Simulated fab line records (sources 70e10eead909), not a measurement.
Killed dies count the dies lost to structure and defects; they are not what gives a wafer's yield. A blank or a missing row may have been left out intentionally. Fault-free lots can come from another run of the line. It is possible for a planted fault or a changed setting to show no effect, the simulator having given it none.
A struck lot beside a sound one -- flow nandHarc -- 15 steps out of a route of 1302
Sound: these wafers, L361.1, L361.2, L361.6. Wafers struck: L349.2, L349.3, L349.6. At the end, the cause is stated.
Order at every step that has rows: each side's tool, ch and its chambers, its first start. Under that, the readings that differ: sound wafers -- struck wafers -- difference of the means -- sigmas: that difference in standard deviations of wafers without a fault.
alike: readings with means less than 2 such deviations apart, plus words and numbers identical on both sides. not compared: withheld readings, readings lacking a value on some wafer, bounds such as >300 that could conceal the same value, and numbers that have no deviation in the record and whose values overlap.
The two part at a step that has a row with sigmas, a row that says differs or no value, or rows on one side only. Numbers that have no deviation but don't overlap get no sigmas and don't part them. A reading missing from all wafers of one side parts the sides only when that side holds two or more wafers.

NHARC_A_CONTACT_ETCH_138: etches the open film in C4F8/O2/Ar, time 311 s, target depth 1914 nm.
  sound on harCapEtch-01 ch 0,1, day 30 03:38; struck on harCapEtch-02 ch 0,1, day 25 07:58
reading,sound,struck,difference,sigmas
oesAirLineAu (a.u.),1.003 0.983 1.021,0.943 0.974 0.946,-0.048,-2
  not compared: rfHoursCounterH
then, 1 step without rows for these wafers: NHARC_A_CONTACT_ETCH_139 (etches the open film in C4F8/O2/Ar, time 195 s, target depth 840 nm).
NHARC_A_CONTACT_ETCH_92: etches the open film in CH3F/O2, target depth 40 nm, time 85.7 s.
  sound on rieDiel-04 ch 0,1,3, day 30 04:28; struck on rieDiel-04 ch 0,1,2, day 25 08:47
reading,sound,struck,difference,sigmas
oesProductAu (a.u.),1.000 0.998 1.004,0.931 0.929 0.924,-0.073,-4
  alike: ch3fFlowSccm, drypumpMotorCurrentA, o2FlowSccm, rfVppV, showerheadPlenumPTorr, throttleValvePct
  not compared: rfHoursCounterH
then, 1 step without rows for these wafers: NHARC_A_CONTACT_ETCH_98 (etches the open film in C4F6/O2, target depth 20 nm, time 10 s).
NHARC_A_CONTACT_CD_MEAS_15:
  sound on cdSem-02 at day 30 04:43; struck on cdSem-02 at day 25 09:02
  alike: cdNm
then, 3 steps without rows for these wafers: NHARC_A_CONTACT_STRIP_107 (strips in N2/H2); NHARC_A_CONTACT_STRIP_108 (strips in CF4/CHF3); NHARC_A_CONTACT_STRIP_109 (strips in O2/COS).
NHARC_A_CONTACT_ETCH_110: etches the open film in CF4/O2, target depth 60 nm, overetch 6 nm, time 33 s.
  sound on rieDiel-09 ch 0,1, day 30 05:01; struck on rieDiel-09 ch 0,1,2, day 25 09:20
  alike: drypumpMotorCurrentA, o2FlowSccm, oesProductAu, rfVppV, showerheadPlenumPTorr, throttleValvePct
  not compared: rfHoursCounterH
NHARC_A_CONTACT_STRIP_26: strips in O2.
  sound: rieDiel-09 ch 0,2; struck: rieDiel-09 ch 0,1,3
  alike: drypumpMotorCurrentA, o2FlowSccm, oesProductAu, rfVppV, showerheadPlenumPTorr, throttleValvePct
  not compared: rfHoursCounterH
then, 1 step without rows for these wafers: NHARC_A_CONTACT_STRIP_27 (strips in post etch residue remover, time 600 s).
NHARC_A_CONTACT_ALD_18: deposits TiN, target thk 3 nm, pulse time 1 s, ald cycles 150.
  sound on aldMetal-01 ch 0,2,3, day 30 05:44; struck on aldMetal-04 ch 0,1,2, day 25 10:00
  alike: heaterPowerW, precursorPulseHeightRel
  not compared: sinceWetCleanH
NHARC_A_CONTACT_CVD_19: deposits W, target thk 300 nm, time 802 s.
  sound on cvdW-02 ch 0,1, day 30 05:54; struck on cvdW-02 ch 0,1, day 25 11:11
  alike: heaterPowerW, throttleValvePct
  not compared: sinceWetCleanH
NHARC_A_CONTACT_CMP_20: polishes, t overpolish 30 s, target thk 300 nm.
  sound on cmp-01 ch 0,1,2, day 30 06:48; struck on cmp-03 ch 0,1, day 25 12:10
reading,sound,struck,difference,sigmas
timeToEndpointS (s),59.4 58.0 55.5,124.4 121.8 122.7,+65.3,+27
  alike: motorCurrentA, overpolishRunS
next, for these wafers, 1 step has no rows: NHARC_END_SORT_01.

== WHERE THEY PART ==
Earliest at NHARC_A_CONTACT_ETCH_138; latest, in this record, at NHARC_A_CONTACT_CMP_20.

WHY: whatever the simulator had introduced
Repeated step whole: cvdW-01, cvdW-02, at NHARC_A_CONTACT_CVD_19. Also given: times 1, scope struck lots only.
